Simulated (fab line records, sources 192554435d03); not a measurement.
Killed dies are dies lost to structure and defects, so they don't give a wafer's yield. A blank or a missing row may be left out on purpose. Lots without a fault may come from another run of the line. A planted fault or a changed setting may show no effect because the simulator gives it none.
fab line records | flow n5_finfet
record lots=24 wafers=72 last_day=17
route steps=1938 shown BEOL_M7@1283 BEOL_M8@1332
lots that met no fault: from a run of the same line without faults
start_h: hours from the record's first day to the start of the lot's first wafer shown | wait_h: hours since the lot's step before | " the same as in the row above | L1.1+2: a row that stands for several wafers | - no value, or no start given | * or withheld: withheld | < > ~ a bound
route shown NAME@n: a module of which the file shows steps, and the number in the route of the first | usual: mean/standard deviation of fault-free wafers | same: alike in all rows | chamber/n: place in a boat | sites: the reading at each site | _std_site: their standard deviation | _edge_site: outer sites' mean less inner sites' | radius_mm: how far each site lies from the wafer's centre | mask NAME#n: copy n | behind: the tool/chamber that last shaped the wafer | hold: why the lot was held/for how many hours/how that ended | device: the transistor (n, p or np) that didn't switch | end of line: the same wafers' tests at the end of the route | a step without rows: its recipe alone | killed: dies lost to structure and defects at the first sort, not the wafer's yield | map: a wafer's dies, x killed, . not, _ none there
set.NAME: the setting as run; set.NAME@STEP: as run at that earlier step | model.NAME: the simulator's own value behind a step, which no gauge read
steps of the route over a sample of lots; a table a step, a row a wafer
services: from which hour (start_h, from the record's first day; less than 0 if before it) a tool's chamber was out of use, for how many hours, and why
## steps
# step N5_BEOL_M7_STRIP_67
# recipe chemistry=CF4 resist=SiARC power_w=300 bias_power_w=75 pressure_mtorr=50 cf4_flow_sccm=150 rf_frequency_hz=6e+07
# usual drypump_motor_current_A=5.5/0.46 oes_product_au=0.78/0.082 power_w=300.0/0.89 rf_vpp_V=271.3/1.5 showerhead_plenum_p_Torr=1.80/0.054 throttle_valve_pct=13.56/0.23
# columns lot.wafer tool chamber start_h wait_h drypump_motor_current_A oes_product_au power_w rf_hours_counter_h rf_vpp_V showerhead_plenum_p_Torr throttle_valve_pct
L074.1 rie_diel-03 0 195.53 0.0 5.5 0.80 300.6 101 269.8 1.81 13.44
L074.2 " 1 " " 5.4 0.80 300.2 111 272.2 1.80 13.41
L074.3 " 3 " " 5.3 0.70 297.8 200 271.4 1.78 13.64
L075.1 rie_diel-02 2 200.80 0.0 5.2 0.76 300.4 168 271.0 1.79 13.74
L075.2 " 3 " " 5.8 0.74 303.1 179 271.8 1.86 13.69
L075.4 " 0 " " 5.9 0.90 301.4 36 273.3 1.89 13.07
L076.1 rie_diel-03 0 204.67 0.0 5.5 0.80 299.8 103 271.9 1.80 13.48
L076.2 " 2 " " 4.8 0.93 299.5 13 272.0 1.83 13.36
L076.4 " 3 " " 5.4 0.70 300.1 202 271.5 1.78 13.64
L077.1 rie_diel-02 2 208.13 0.0 5.2 0.76 299.7 170 271.1 1.79 13.73
L077.5 " 3 " " 5.8 0.73 300.7 - 272.4 1.86 13.69
L077.6 " 2 " " 5.2 0.76 301.8 - 271.5 1.79 13.73
L078.1 rie_diel-02 1 210.38 0.0 5.4 0.84 299.0 44 271.9 1.82 13.27
L078.2 " 0 " " 5.9 0.90 299.0 38 274.6 1.89 13.09
L078.3 " 2 " " 5.2 0.76 301.0 171 268.6 1.79 13.73
L079.1 rie_diel-02 1 213.06 0.0 5.4 0.85 299.2 44 270.9 1.82 13.26
L079.2 " 0 " " 5.9 0.89 299.2 39 272.9 1.89 13.07
L079.3 " 2 " " 5.1 0.75 300.6 172 271.9 1.79 13.74
L081.1 rie_diel-05 0 233.15 0.0 6.4 0.68 300.6 247 270.0 1.77 14.04
L081.2 " 1 " " 5.0 0.71 302.4 224 273.0 1.83 13.55
L081.6 " 1 " " 5.0 0.72 299.2 - 270.8 1.83 13.55
L080.2 rie_diel-03 2 233.63 0.0 4.8 0.91 300.4 22 274.2 1.83 13.39
L080.5 " 2 " " 4.9 0.91 300.6 - 272.3 1.83 13.40
L080.6 " 1 " " 5.4 0.80 299.2 - 271.4 1.80 13.43
L082.2 rie_diel-05 3 236.92 0.0 5.5 0.73 301.1 181 268.7 1.71 13.73
L082.5 " 2 " " 6.3 0.68 299.1 - 267.6 1.71 13.98
L082.6 " 1 " " 5.0 0.71 299.2 - 273.3 1.83 13.57
L083.1 rie_diel-05 1 250.77 0.0 5.0 0.71 300.9 231 272.8 1.83 13.59
L083.3 " 2 " " 6.4 0.68 298.9 240 268.4 1.70 13.98
L083.5 " 1 " " 5.0 0.71 299.5 - 271.6 1.83 13.59
L084.1 rie_diel-05 1 253.51 0.0 5.1 0.71 299.4 233 271.9 1.83 13.57
L084.3 " 3 " " 5.5 0.73 297.8 189 268.9 1.71 13.75
L084.6 " 2 " " 6.4 0.68 300.4 - 271.5 1.70 14.00
L086.2 rie_diel-03 0 260.69 0.0 5.5 0.78 298.9 124 271.8 1.80 13.50
L086.5 " 0 " " 5.6 0.78 300.6 - 270.3 1.80 13.49
L086.6 " 1 " " 5.4 0.78 300.1 - 272.3 1.79 13.47
L085.3 rie_diel-03 3 261.19 0.0 5.4 0.70 299.6 223 270.0 1.77 13.69
L085.4 " 1 " " 5.4 0.79 301.0 131 271.2 1.79 13.47
L085.5 " 3 " " 5.3 0.70 299.7 - 271.2 1.77 13.69
L088.1 rie_diel-02 2 271.72 0.0 5.2 0.75 299.3 181 270.6 1.79 13.76
L088.3 " 1 " " 5.4 0.84 301.1 54 273.0 1.82 13.28
L088.4 " 3 " " 5.8 0.72 299.9 193 270.1 1.86 13.72
L087.3 rie_diel-03 3 272.44 0.0 5.3 0.69 300.4 228 271.5 1.77 13.69
L087.5 " 3 " " 5.3 0.69 299.9 - 271.2 1.77 13.69
L087.6 " 2 " " 4.8 0.89 299.2 - 272.4 1.83 13.43
L089.1 rie_diel-03 3 277.97 0.0 5.4 0.69 300.6 230 268.7 1.77 13.71
L089.3 " 1 " " 5.4 0.78 300.2 137 271.1 1.79 13.49
L089.6 " 0 " " 5.5 0.77 300.4 - 272.4 1.80 13.55
L091.1 rie_diel-02 2 295.66 0.0 5.2 0.74 300.1 190 270.5 1.79 13.78
L091.5 " 1 " " 5.4 0.82 299.7 - 273.0 1.82 13.34
L091.6 " 2 " " 5.2 0.75 299.3 - 271.1 1.79 13.79
L090.1 rie_diel-03 1 300.37 0.0 5.4 0.78 299.6 146 268.8 1.79 13.52
L090.3 " 3 " " 5.4 0.67 300.0 237 270.5 1.77 13.72
L090.5 " 2 " " 4.8 0.87 300.5 - 269.5 1.83 13.45
L092.1 rie_diel-03 0 307.27 0.0 5.6 0.77 300.9 140 271.0 1.80 13.56
L092.2 " 2 " " 4.8 0.88 299.3 45 273.5 1.83 13.46
L092.3 " 3 " " 5.4 0.68 299.6 238 270.4 1.77 13.74
L093.1 rie_diel-02 3 307.53 0.0 5.8 0.72 299.8 203 269.8 1.85 13.73
L093.2 " 2 " " 5.2 0.73 301.5 194 271.5 1.78 13.80
L093.4 " 0 " " 5.9 0.87 300.5 - 272.4 1.89 13.12
L094.2 rie_diel-05 3 308.93 0.0 5.5 0.71 300.2 212 268.8 1.70 13.80
L094.4 " 0 " " 6.5 0.93 297.9 21 272.3 1.76 13.52
L094.6 " 2 " " 6.3 0.95 299.8 - 273.5 1.91 13.46
L096.2 rie_diel-05 3 321.21 0.0 5.5 0.71 299.4 218 269.9 1.70 13.81
L096.4 " 3 " " 5.5 0.71 299.3 - 269.4 1.70 13.82
L096.6 " 0 " " 6.4 0.91 300.5 - 269.7 1.76 13.50
L095.1 rie_diel-05 0 328.02 0.0 6.4 0.91 298.5 29 269.7 1.76 13.52
L095.4 " 0 " " 6.4 0.91 300.7 - 271.1 1.76 13.56
L095.6 " 3 " " 5.5 0.71 299.6 - 267.9 1.70 13.81
L097.3 rie_diel-03 0 331.38 0.0 5.5 0.76 300.5 145 270.7 1.79 13.56
L097.4 " 1 " " 5.4 0.76 299.6 158 272.1 1.79 13.54
L097.5 " 2 " " 4.8 0.86 300.6 - 271.9 1.82 13.47
# step N5_BEOL_M7_THK_MEAS_53
# recipe thk_meas_gauge=xrf reads=Cu_of_BEOL_M7_ECD_50
# usual M7_THK=81.6/1.9
# columns lot.wafer tool chamber start_h wait_h M7_THK[nm]
L074.1 film_metro-01 - 202.35 - 79.6
L074.2 " - " " 77.3
L074.3 " - " " 80.0
L075.1 film_metro-02 - 207.78 - 79.4
L075.2 " - " " 78.8
L075.4 " - " " 79.8
L076.1 film_metro-01 - 208.90 - 82.0
L076.2 " - " " 83.0
L076.4 " - " " 83.0
L077.1 film_metro-01 - 212.01 - 83.6
L077.5 " - " " 81.7
L077.6 " - " " 79.8
L078.1 film_metro-01 - 218.35 - 84.6
L078.2 " - " " 83.7
L078.3 " - " " 81.7
L079.1 film_metro-01 - 219.73 - 84.1
L079.2 " - " " 81.4
L079.3 " - " " 82.3
L081.1 film_metro-02 - 237.42 - 82.7
L081.2 " - " " 82.0
L081.6 " - " " 82.3
L080.2 film_metro-01 - 237.94 - 79.5
L080.5 " - " " 81.8
L080.6 " - " " 80.5
L082.2 film_metro-02 - 241.92 - 83.7
L082.5 " - " " 83.0
L082.6 " - " " 81.7
L083.1 film_metro-01 - 256.71 - 82.9
L083.3 " - " " 82.2
L083.5 " - " " 82.6
L084.1 film_metro-01 - 257.53 - 80.7
L084.3 " - " " 81.2
L084.6 " - " " 81.5
L086.2 film_metro-02 - 267.31 - 83.8
L086.5 " - " " 79.6
L086.6 " - " " 81.5
L085.3 film_metro-02 - 267.58 - 80.3
L085.4 " - " " 82.8
L085.5 " - " " 81.8
L088.1 film_metro-01 - 275.64 - 84.1
L088.3 " - " " 85.1
L088.4 " - " " 81.2
L087.3 film_metro-02 - 276.93 - 85.8
L087.5 " - " " 81.5
L087.6 " - " " 84.3
L089.1 film_metro-01 - 282.11 - 83.5
L089.3 " - " " 83.9
L089.6 " - " " 81.5
L091.1 film_metro-01 - 299.95 - 84.3
L091.5 " - " " 82.1
L091.6 " - " " 82.3
L090.1 film_metro-02 - 306.70 - 80.2
L090.3 " - " " 79.1
L090.5 " - " " 79.1
L092.1 film_metro-02 - 311.52 - 82.8
L092.2 " - " " 86.1
L092.3 " - " " 82.8
L093.1 film_metro-01 - 312.11 - 79.6
L093.2 " - " " 81.9
L093.4 " - " " 81.6
L094.2 film_metro-01 - 313.20 - 77.9
L094.4 " - " " 81.5
L094.6 " - " " 78.5
L096.2 film_metro-02 - 325.30 - 78.5
L096.4 " - " " 78.9
L096.6 " - " " 81.6
L095.1 film_metro-01 - 334.33 - 80.3
L095.4 " - " " 82.3
L095.6 " - " " 81.7
L097.3 film_metro-01 - 334.99 - 80.4
L097.4 " - " " 79.9
L097.5 " - " " 80.6
# step N5_BEOL_M8_ILD_DEP_00
# recipe material=SiCOH_lowk target_thk_a=1797.5 temp_c=300 precursor=DEMS/porogen pressure_torr=5 rf_w=500 time_s=33.4
# usual chamber_pressure_Torr=5.000/0.01 heater_power_outer_w=155/41 heater_power_w=339/69 showerhead_plenum_p_Torr=5.741/0.013 throttle_valve_pct=13.8/0.86
# columns lot.wafer tool chamber start_h wait_h chamber_pressure_Torr heater_power_outer_w heater_power_w showerhead_plenum_p_Torr throttle_valve_pct
L074.1 pecvd-03 1 202.57 0.0 5.001 147 395 5.750 14.0
L074.2 " 0 " " 5.004 178 361 5.747 12.3
L074.3 " 2 " " 5.009 148 339 5.746 13.9
L075.1 pecvd-04 2 207.98 0.0 5.010 123 251 5.731 12.9
L075.2 " 1 " " 5.013 180 395 5.744 14.4
L075.4 " 1 " " 5.002 190 408 5.732 14.3
L076.1 pecvd-02 0 209.09 0.0 5.006 131 308 5.716 14.5
L076.2 " 1 " " 5.009 192 371 5.750 14.8
L076.4 " 0 " " 5.020 131 314 5.725 14.7
L077.1 pecvd-02 0 212.20 0.0 5.006 117 290 5.720 14.5
L077.5 " 1 " " 5.008 182 368 5.757 14.9
L077.6 " 0 " " 4.996 120 290 5.717 14.7
L078.1 pecvd-02 1 218.55 0.0 5.011 179 360 5.739 14.7
L078.2 " 0 " " 5.004 95 273 5.722 14.4
L078.3 " 0 " " 4.978 103 268 5.734 14.6
L079.1 pecvd-03 2 219.95 0.0 5.007 182 377 5.774 13.9
L079.2 " 1 " " 5.005 193 465 5.732 13.9
L079.3 " 0 " " 4.997 143 324 5.734 12.1
L081.1 pecvd-04 1 237.62 0.0 5.019 219 441 5.748 14.3
L081.2 " 0 " " 5.020 131 303 5.760 13.2
L081.6 " 2 " " 5.009 103 226 5.729 13.1
L080.2 pecvd-04 1 238.14 0.0 5.009 210 431 5.759 14.5
L080.5 " 2 " " 5.006 126 252 5.739 12.9
L080.6 " 1 " " 4.981 213 438 5.760 14.2
L082.2 pecvd-02 2 242.11 0.0 4.996 209 407 5.725 12.5
L082.5 " 0 " " 4.990 94 256 5.725 14.4
L082.6 " 1 " " 5.008 177 371 5.749 14.8
L083.1 pecvd-04 2 256.90 0.0 4.992 80 204 5.736 13.0
L083.3 " 1 " " 4.983 169 373 5.749 14.2
L083.5 " 2 " " 4.993 87 198 5.733 13.1
L084.1 pecvd-04 1 257.72 0.0 5.012 186 390 5.760 14.4
L084.3 " 0 " " 5.015 111 284 5.769 13.2
L084.6 " 1 " " 4.993 190 403 5.750 14.5
L086.2 pecvd-03 1 267.51 0.0 4.992 178 445 5.730 14.0
L086.5 " 1 " " 4.989 179 437 5.730 13.9
L086.6 " 2 " " 5.001 178 386 5.750 14.4
L085.3 pecvd-03 1 267.78 0.0 4.990 175 426 5.736 14.0
L085.4 " 0 " " 4.996 163 342 5.746 12.4
L085.5 " 1 " " 4.978 173 431 5.733 14.1
L088.1 pecvd-03 2 275.84 0.0 4.999 131 315 5.751 14.2
L088.3 " 1 " " 4.993 185 436 5.744 14.0
L088.4 " 1 " " 4.991 183 451 5.734 14.1
L087.3 pecvd-02 2 277.15 0.1 5.010 233 418 5.715 12.3
L087.5 " 2 " " 5.006 236 428 5.728 12.4
L087.6 " 1 " " 5.000 160 342 5.738 15.0
L089.1 pecvd-02 1 282.30 0.0 5.020 174 356 5.728 15.1
L089.3 " 1 " " 5.002 179 356 5.747 15.2
L089.6 " 2 " " 4.980 226 418 5.729 12.4
L091.1 pecvd-02 2 300.14 0.0 5.011 234 416 5.721 12.6
L091.5 " 0 " " 4.996 98 263 5.712 14.8
L091.6 " 2 " " 4.996 227 420 5.730 12.6
L090.1 pecvd-02 1 306.89 0.0 4.997 186 375 5.742 15.0
L090.3 " 2 " " 5.000 180 363 5.735 12.6
L090.5 " 1 " " 4.980 133 294 5.746 14.6
L092.1 pecvd-03 0 311.72 0.0 4.980 179 366 5.731 12.4
L092.2 " 1 " " 5.005 135 385 5.739 13.9
L092.3 " 2 " " 4.988 171 369 5.755 13.9
L093.1 pecvd-04 0 312.31 0.0 4.990 126 298 5.752 13.0
L093.2 " 1 " " 4.994 196 419 5.742 14.5
L093.4 " 2 " " 4.995 107 218 5.732 13.1
L094.2 pecvd-04 1 313.40 0.0 5.004 221 433 5.764 14.6
L094.4 " 1 " " 4.995 217 450 5.745 14.6
L094.6 " 0 " " 4.995 115 283 5.751 13.3
L096.2 pecvd-03 1 325.50 0.0 5.000 184 426 5.746 14.3
L096.4 " 0 " " 4.998 164 348 5.723 12.4
L096.6 " 1 " " 5.001 183 438 5.741 14.1
L095.1 pecvd-04 0 334.53 0.0 5.013 131 294 5.755 13.5
L095.4 " 2 " " 5.002 103 225 5.736 13.2
L095.6 " 0 " " 4.988 128 305 5.757 13.1
L097.3 pecvd-04 2 335.18 0.0 5.014 100 222 5.729 13.3
L097.4 " 1 " " 5.005 207 416 5.729 14.2
L097.5 " 2 " " 4.986 104 223 5.740 13.1
# step N5_BEOL_M8_HM_DEP_02
# recipe material=TiN target_thk_a=200 temp_c=25 chamber_pressure_pa=0.49996
# usual throttle_valve_pct=30.0/0.98
# columns lot.wafer tool chamber start_h wait_h throttle_valve_pct
L074.1 pvd_sputter-02 - 203.82 0.6 28.9
L074.2 " - " " 29.0
L074.3 " - " " 30.5
L075.1 pvd_sputter-01 - 208.69 0.1 30.6
L075.2 " - " " 29.3
L075.4 " - " " 30.8
L076.1 pvd_sputter-01 - 209.81 0.1 29.3
L076.2 " - " " 30.0
L076.4 " - " " 30.8
L077.1 pvd_sputter-01 - 213.78 0.4 29.5
L077.5 " - " " 30.1
L077.6 " - " " 30.6
L078.1 pvd_sputter-02 - 219.81 0.6 28.8
L078.2 " - " " 31.7
L078.3 " - " " 28.9
L079.1 pvd_sputter-03 - 222.16 1.5 31.3
L079.2 " - " " 29.7
L079.3 " - " " 28.8
L081.1 pvd_sputter-01 - 239.52 0.8 30.6
L081.2 " - " " 29.5
L081.6 " - " " 30.0
L080.2 pvd_sputter-01 - 239.62 0.9 30.9
L080.5 " - " " 30.7
L080.6 " - " " 30.4
L082.2 pvd_sputter-01 - 243.75 0.4 29.7
L082.5 " - " " 30.8
L082.6 " - " " 29.3
L083.1 pvd_sputter-02 - 258.02 0.5 28.8
L083.3 " - " " 31.8
L083.5 " - " " 31.5
L084.1 pvd_sputter-02 - 260.18 1.8 31.8
L084.3 " - " " 28.9
L084.6 " - " " 31.9
L086.2 pvd_sputter-02 - 269.85 1.7 31.7
L086.5 " - " " 30.3
L086.6 " - " " 29.1
L085.3 pvd_sputter-03 - 270.08 1.4 29.4
L085.4 " - " " 28.2
L085.5 " - " " 31.5
L088.1 pvd_sputter-01 - 277.00 0.5 29.9
L088.3 " - " " 30.9
L088.4 " - " " 29.4
L087.3 pvd_sputter-01 - 279.46 1.7 30.1
L087.5 " - " " 29.7
L087.6 " - " " 30.7
L089.1 pvd_sputter-03 - 283.68 0.7 29.6
L089.3 " - " " 31.3
L089.6 " - " " 28.4
L091.1 pvd_sputter-01 - 302.61 1.8 30.7
L091.5 " - " " 30.0
L091.6 " - " " 29.8
L090.1 pvd_sputter-01 - 308.01 0.5 30.7
L090.3 " - " " 30.4
L090.5 " - " " 29.8
L092.1 pvd_sputter-03 - 313.34 1.0 28.7
L092.2 " - " " 31.3
L092.3 " - " " 30.0
L093.1 pvd_sputter-02 - 314.38 1.4 30.3
L093.2 " - " " 31.4
L093.4 " - " " 28.6
L094.2 pvd_sputter-02 - 314.70 0.7 29.0
L094.4 " - " " 30.3
L094.6 " - " " 31.8
L096.2 pvd_sputter-02 - 327.17 1.0 31.9
L096.4 " - " " 31.8
L096.6 " - " " 28.7
L095.1 pvd_sputter-01 - 336.55 0.9 30.2
L095.4 " - " " 30.6
L095.6 " - " " 29.8
L097.3 pvd_sputter-03 - 336.58 0.8 31.5
L097.4 " - " " 28.3
L097.5 " - " " 31.3
# step N5_BEOL_M8_STRIP_67
# recipe chemistry=CF4 resist=SiARC power_w=300 bias_power_w=75 pressure_mtorr=50 cf4_flow_sccm=150 rf_frequency_hz=6e+07
# usual drypump_motor_current_A=5.7/0.54 oes_product_au=0.80/0.084 power_w=299.9/0.87 rf_vpp_V=271.3/1.4 showerhead_plenum_p_Torr=1.80/0.051 throttle_valve_pct=13.57/0.18
# columns lot.wafer tool chamber start_h wait_h drypump_motor_current_A oes_product_au power_w rf_hours_counter_h rf_vpp_V showerhead_plenum_p_Torr throttle_valve_pct
L074.1 rie_diel-04 2 204.85 0.0 6.5 0.92 299.4 18 272.6 1.90 13.39
L074.2 " 3 " " 5.6 0.73 299.2 197 269.1 1.72 13.50
L074.3 " 1 " " 5.6 0.69 301.7 220 270.7 1.78 13.65
L075.1 rie_diel-01 2 209.52 0.0 5.5 0.72 300.9 187 271.7 1.78 13.54
L075.2 " 0 " " 5.4 0.90 299.3 21 272.5 1.83 13.61
L075.4 " 3 " " 5.8 0.89 302.3 42 272.0 1.82 13.42
L076.1 rie_diel-06 1 210.72 0.0 5.3 0.69 298.6 241 270.1 1.77 13.75
L076.2 " 2 " " 5.4 0.92 300.2 16 271.3 1.75 13.33
L076.4 " 3 " " 6.8 0.75 300.0 182 272.4 1.85 13.70
L077.1 rie_diel-06 1 214.64 0.0 5.3 0.69 300.1 243 270.9 1.77 13.75
L077.5 " 2 " " 5.4 0.91 297.7 - 271.9 1.75 13.32
L077.6 " 3 " " 6.8 0.73 300.0 - 271.9 1.85 13.71
L078.1 rie_diel-06 1 220.64 0.0 5.3 0.68 299.2 245 268.4 1.77 13.76
L078.2 " 2 " " 5.4 0.92 299.3 20 271.8 1.75 13.34
L078.3 " 3 " " 6.8 0.73 300.5 186 273.0 1.85 13.71
L079.1 rie_diel-06 0 223.39 0.0 5.5 0.74 299.8 156 272.4 1.86 13.76
L079.2 " 2 " " 5.4 0.91 301.2 21 271.7 1.75 13.34
L079.3 " 1 " " 5.3 0.68 300.5 246 269.4 1.77 13.75
L081.1 rie_diel-06 2 240.61 0.0 5.4 0.91 299.8 25 270.6 1.75 13.34
L081.2 " 1 " " 5.3 0.68 300.8 251 270.0 1.76 13.78
L081.6 " 0 " " 5.5 0.74 301.1 - 273.8 1.86 13.79
L080.2 rie_diel-04 1 240.71 0.0 5.6 0.70 301.3 233 269.0 1.77 13.68
L080.5 " 2 " " 6.5 0.89 299.2 - 272.9 1.89 13.43
L080.6 " 1 " " 5.6 0.69 300.1 - 270.1 1.77 13.67
L082.2 rie_diel-01 1 244.77 0.0 4.8 0.86 300.3 48 269.1 1.76 13.29
L082.5 " 1 " " 4.8 0.86 299.4 - 270.1 1.76 13.27
L082.6 " 0 " " 5.3 0.88 300.3 - 271.6 1.83 13.67
L083.1 rie_diel-04 3 258.84 0.0 5.6 0.72 298.1 219 268.3 1.71 13.54
L083.3 " 1 " " 5.6 0.69 298.9 241 270.8 1.77 13.69
L083.5 " 0 " " 5.6 0.91 300.3 - 269.6 1.76 13.50
L084.1 rie_diel-04 3 261.01 0.0 5.6 0.72 299.6 221 269.4 1.71 13.53
L084.3 " 1 " " 5.6 0.69 299.1 241 271.4 1.77 13.70
L084.6 " 3 " " 5.6 0.72 299.5 - 267.9 1.71 13.52
L086.2 rie_diel-01 1 270.86 0.0 4.8 0.86 299.5 55 271.1 1.75 13.30
L086.5 " 0 " " 5.3 0.87 299.0 - 269.4 1.83 13.68
L086.6 " 1 " " 4.8 0.86 301.0 - 270.6 1.75 13.29
L085.3 rie_diel-04 2 271.12 0.0 6.5 0.87 299.9 46 272.9 1.89 13.45
L085.4 " 1 " " 5.6 0.69 299.8 - 270.4 1.77 13.71
L085.5 " 3 " " 5.6 0.72 300.5 - 270.7 1.71 13.56
L088.1 rie_diel-01 2 277.89 0.0 5.5 0.70 300.6 212 270.9 1.77 13.59
L088.3 " 1 " " 4.8 0.85 300.1 58 270.0 1.75 13.30
L088.4 " 0 " " 5.3 0.88 301.4 44 271.5 1.83 13.69
L087.3 rie_diel-04 0 280.41 0.0 5.6 0.90 299.2 19 270.1 1.76 13.51
L087.5 " 1 " " 5.6 0.68 299.4 - 272.7 1.77 13.71
L087.6 " 0 " " 5.6 0.89 300.3 - 269.5 1.76 13.51
L089.1 rie_diel-01 0 284.71 0.0 5.3 0.87 299.6 48 271.4 1.83 13.71
L089.3 " 3 " " 5.8 0.85 299.7 69 271.3 1.81 13.48
L089.6 " 3 " " 5.8 0.85 298.9 - 270.4 1.81 13.48
L091.1 rie_diel-06 0 303.30 0.0 5.5 0.72 300.7 191 272.0 1.85 13.86
L091.5 " 0 " " 5.5 0.72 300.9 - 273.9 1.85 13.83
L091.6 " 3 " " 6.8 0.72 299.9 - 272.0 1.84 13.77
L090.1 rie_diel-06 0 308.83 0.0 5.5 0.71 300.7 193 273.9 1.85 13.87
L090.3 " 3 " " 6.8 0.72 301.2 221 274.0 1.84 13.81
L090.5 " 2 " " 5.4 0.85 299.2 - 271.1 1.75 13.41
L092.1 rie_diel-06 2 314.04 0.0 5.4 0.85 299.7 56 270.2 1.74 13.41
L092.2 " 3 " " 6.8 0.71 299.4 224 270.9 1.84 13.82
L092.3 " 0 " " 5.5 0.72 301.0 196 272.3 1.85 13.86
L093.1 rie_diel-01 3 315.08 0.0 5.8 0.84 298.4 80 272.2 1.81 13.50
L093.2 " 0 " " 5.4 0.85 298.8 58 272.3 1.82 13.69
L093.4 " 1 " " 4.8 0.83 300.9 72 271.5 1.75 13.33
L094.2 rie_diel-01 1 315.80 0.0 4.8 0.84 298.0 72 269.9 1.75 13.33
L094.4 " 2 " " 5.5 0.69 300.4 226 272.2 1.77 13.61
L094.6 " 1 " " 4.8 0.83 300.6 - 270.7 1.75 13.34
L096.2 rie_diel-06 0 327.99 0.0 5.5 0.72 301.1 202 272.3 1.85 13.88
L096.4 " 3 " " 6.9 0.71 299.7 229 271.7 1.84 13.81
L096.6 " 1 " " 5.3 0.92 301.3 - 270.3 1.76 13.20
L095.1 rie_diel-01 0 337.49 0.0 5.3 0.84 297.5 66 273.2 1.82 13.74
L095.4 " 1 " " 4.8 0.83 299.2 79 269.2 1.75 13.33
L095.6 " 0 " " 5.3 0.85 299.6 - 270.5 1.82 13.74
L097.3 rie_diel-04 0 337.57 0.0 5.6 0.86 300.3 42 270.8 1.75 13.58
L097.4 " 0 " " 5.6 0.86 300.6 - 270.7 1.75 13.58
L097.5 " 2 " " 6.5 0.85 299.9 - 273.0 1.88 13.52
# step N5_BEOL_M8_OVL_MEAS_29
# recipe points_per_wafer=522
# usual V7_OVL=0.3/0.65
# columns lot.wafer tool chamber start_h wait_h V7_OVL[nm]
L074.1 overlay-01 0 206.13 0.1 -1.0
L074.2 " 0 " " 0.4
L074.3 " 0 " " -1.0
L075.1 overlay-01 0 212.16 0.0 0.6
L075.2 " 0 " " 1.9
L075.4 " 0 " " 1.9
L076.1 overlay-01 0 212.23 0.1 -1.1
L076.2 " 0 " " -0.6
L076.4 " 0 " " -1.2
L077.1 overlay-01 0 215.62 0.0 -0.2
L077.5 " 0 " " -0.4
L077.6 " 0 " " 0.3
L078.1 overlay-01 0 221.98 0.0 0.3
L078.2 " 0 " " 0.7
L078.3 " 0 " " 0.4
L079.1 overlay-01 0 225.05 0.0 0.5
L079.2 " 0 " " 1.0
L079.3 " 0 " " 0.8
L081.1 overlay-01 0 242.99 0.0 0.8
L081.2 " 0 " " 0.3
L081.6 " 0 " " 0.4
L080.2 overlay-02 0 243.04 0.0 0.8
L080.5 " 0 " " 0.6
L080.6 " 0 " " 0.9
L082.2 overlay-01 0 247.15 0.0 -1.3
L082.5 " 0 " " 0.5
L082.6 " 0 " " -0.5
L083.1 overlay-02 0 259.54 0.0 -0.1
L083.3 " 0 " " 0.6
L083.5 " 0 " " -0.3
L084.1 overlay-02 0 261.61 0.0 -0.6
L084.3 " 0 " " 0.0
L084.6 " 0 " " -0.3
L086.2 overlay-02 0 272.02 0.0 0.0
L086.5 " 0 " " 0.3
L086.6 " 0 " " 0.9
L085.3 overlay-01 0 272.07 0.0 0.2
L085.4 " 0 " " 0.2
L085.5 " 0 " " 0.0
L088.1 overlay-01 0 279.41 0.0 0.9
L088.3 " 0 " " 0.5
L088.4 " 0 " " -0.6
L087.3 overlay-02 0 281.10 0.0 0.1
L087.5 " 0 " " 0.0
L087.6 " 0 " " -0.1
L089.1 overlay-02 0 289.06 0.0 0.9
L089.3 " 0 " " 1.2
L089.6 " 0 " " 0.8
L091.1 overlay-01 0 305.37 0.0 0.6
L091.5 " 0 " " 1.3
L091.6 " 0 " " 0.6
L090.1 overlay-01 0 310.26 0.0 0.9
L090.3 " 0 " " 0.2
L090.5 " 0 " " 0.8
L092.1 overlay-01 0 314.98 0.0 0.9
L092.2 " 0 " " -0.3
L092.3 " 0 " " 1.5
L093.1 overlay-01 0 315.75 0.0 0.1
L093.2 " 0 " " 0.0
L093.4 " 0 " " 0.2
L094.2 overlay-02 0 319.56 0.0 1.5
L094.4 " 0 " " 0.9
L094.6 " 0 " " 1.0
L096.2 overlay-02 0 329.61 0.0 -0.5
L096.4 " 0 " " -0.2
L096.6 " 0 " " -0.3
L097.3 overlay-02 0 340.77 0.0 0.4
L097.4 " 0 " " 0.2
L097.5 " 0 " " 0.2
L095.1 overlay-01 0 340.93 0.0 1.2
L095.4 " 0 " " 0.4
L095.6 " 0 " " 0.3
## services
# columns tool chamber start_h hours kind
pecvd-04 2 196.29 4.3 repair
pecvd-04 2 200.63 2.1 scheduled_down
pecvd-04 0 202.76 5.5 scheduled_down
pecvd-04 0 208.30 5.5 scheduled_down
rie_diel-05 0 215.24 3.8 repair
rie_diel-04 1 217.32 5.2 repair
pecvd-04 0 218.92 5.0 scheduled_down
rie_diel-06 1 242.35 55.8 repair
rie_diel-02 - 243.38 28.1 pm
rie_diel-05 - 253.86 0.2 repair
pecvd-02 0 261.04 21.4 repair
pecvd-04 1 264.91 2.1 scheduled_down
rie_diel-04 0 265.68 8.2 repair
rie_diel-06 2 272.24 7.4 repair
pecvd-03 - 286.97 14.6 pm
rie_diel-02 3 290.29 7.6 repair
pecvd-04 0 295.89 2.1 scheduled_down
rie_diel-02 1 297.44 11.5 repair
rie_diel-06 1 298.26 - clean
rie_diel-06 1 298.26 - consumable_replace:focus_ring
rie_diel-04 2 302.97 9.8 repair
rie_diel-03 0 312.23 12.7 repair
pecvd-02 - 323.95 1.9 repair
pecvd-04 - 335.87 1.0 repair
## key
fault none
